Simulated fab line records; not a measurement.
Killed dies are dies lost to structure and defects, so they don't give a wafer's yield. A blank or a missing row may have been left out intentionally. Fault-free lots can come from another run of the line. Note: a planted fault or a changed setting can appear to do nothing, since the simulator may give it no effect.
Struck lot and sound lot, side by side | flow n5Finfet | 26 out of 1938 route steps
Sound: wafers L588.1, L588.5, L588.6. The struck wafers were L593.1, L593.5, L593.6. At the end, the cause is stated.
Per side, at each step with rows, come the tool, then ch with its chambers, and then its first start. Under that, the readings that differ: sound wafers | struck wafers | difference of the means | sigmas: that difference in standard deviations of wafers without a fault.
alike: readings whose means differ by less than 2 such deviations, and words and numbers that are the same on both sides. not compared: withheld readings, readings that some wafer has no value for, bounds like >300 that may hide the same value, and numbers for which the record gives no deviation and whose values overlap.
Wherever a step has rows on one side only, a row that says differs or no value, or a row with sigmas, the two part there. When numbers do not overlap yet have no deviation, they are printed without sigmas and do not part them. A reading that every wafer of one side lacks parts them only if that side has two wafers or more.

first, 11 steps without rows for these wafers: N5_SD_EPI_N_STRIP_47 (strips in CHF3/O2); N5_SD_EPI_N_SD_RECESS_17 (chemistry HBr/Cl2/O2, target depth 41 nm, time 23.7 s, bt time 3 s); N5_SD_EPI_N_STRIP_38 (strips in N2/H2); N5_SD_EPI_N_WET_ETCH_43 (etches SiO2 in dHF, time 14 s, target depth 1.5 nm); N5_SD_EPI_N_STRIP_18 (strips in SPM, time 750 s); N5_SD_EPI_N_SRD_20 (time 30 s); N5_SD_EPI_N_PRECLEAN_48 (cleans in NF3:NH3, afs cycles 2, time 20 s, sublimation time 60 s); N5_SD_EPI_N_VAPOR_ETCH_50 (etches Si in HCl, time 54 s); N5_SD_EPI_N_EPI_21 (deposits Si:P, time 690 s); N5_SD_EPI_N_PRECLEAN_24 (cleans in O3/DIW, time 60 s); N5_SD_EPI_N_SRD_25 (time 30 s).
N5_SD_EPI_N_PRECLEAN_49: cleans in NF3:NH3, afs cycles 1, time 20 s, sublimation time 60 s.
  sound on remotePlasma-01 ch 0, day 6 10:43; struck on remotePlasma-01 ch 1, day 7 11:03
then, 1 step without rows for these wafers: N5_SD_EPI_N_LINER_46 (material SiNx, target thk 3 nm).
N5_SD_EPI_N_INSPECT_26: inspects for defects (darkfield).
  struck on defectInspect-01, day 7 11:48; sound on defectInspect-01, day 6 11:21
reading        | sound       | struck         | difference | sigmas
rawDefectCount | 181 168 176 | 1077 1193 1184 | +976       | +22
then, 8 steps without rows for these wafers: N5_SD_EPI_P_COAT_34 (time 60 s, resist thk 350 nm); N5_SD_EPI_P_COAT_35 (time 60 s, resist thk 35 nm); N5_SD_EPI_P_COAT_03 (resist thk 150 nm); N5_SD_EPI_P_EBR_05; N5_SD_EPI_P_SOFTBAKE_04 (time 60 s); N5_SD_EPI_P_EXPOSE_06 (exposes mask SD P BLK, target cd 240 nm); N5_SD_EPI_P_PEB_07 (peb time 60 s); N5_SD_EPI_P_DEVELOP_08 (develop time 30 s).
N5_SD_EPI_P_INSPECT_11: inspects for defects (macro).
  struck on defectInspect-02, day 7 12:15; sound on defectInspect-01, day 6 11:48
reading        | sound | struck         | difference | sigmas
rawDefectCount | 2 3 3 | >300 >300 >300 | differs    | 
then, 1 step without rows for these wafers: N5_SD_EPI_P_DESCUM_14 (chemistry O2, time 7.9 s).
-- record jumps: 5 days separate the struck wafers' starts on either side; left off in module SD_EPI_P, taken up again in module BEOL_M4, whose first shown step is the route's number 1111 --
N5_BEOL_M4_RC_MEAS_101:
  sound on prober-02 ch 0, day 11 04:07; struck on prober-02 ch 0, day 12 12:56
  alike: DIBL_N, DIBL_P, IOFF_N, IOFF_P, ION_N, ION_P, SS_N, SS_P, VT_N, VT_P
-- a jump in the record: the struck wafers' starts before and after are 5 days apart (it breaks off in module BEOL_M4 and resumes in module PASSIVATION, where the first step shown is number 1936 of the route) --
N5_PASSIVATION_PROBE_49:
  the record has rows for the struck wafers here (prober-02, day 17 04:01) and none for the sound ones

## WHERE THEY PART
First at N5_SD_EPI_N_INSPECT_26; last, within this record, at N5_PASSIVATION_PROBE_49.

WHY: what had been put in by the simulator
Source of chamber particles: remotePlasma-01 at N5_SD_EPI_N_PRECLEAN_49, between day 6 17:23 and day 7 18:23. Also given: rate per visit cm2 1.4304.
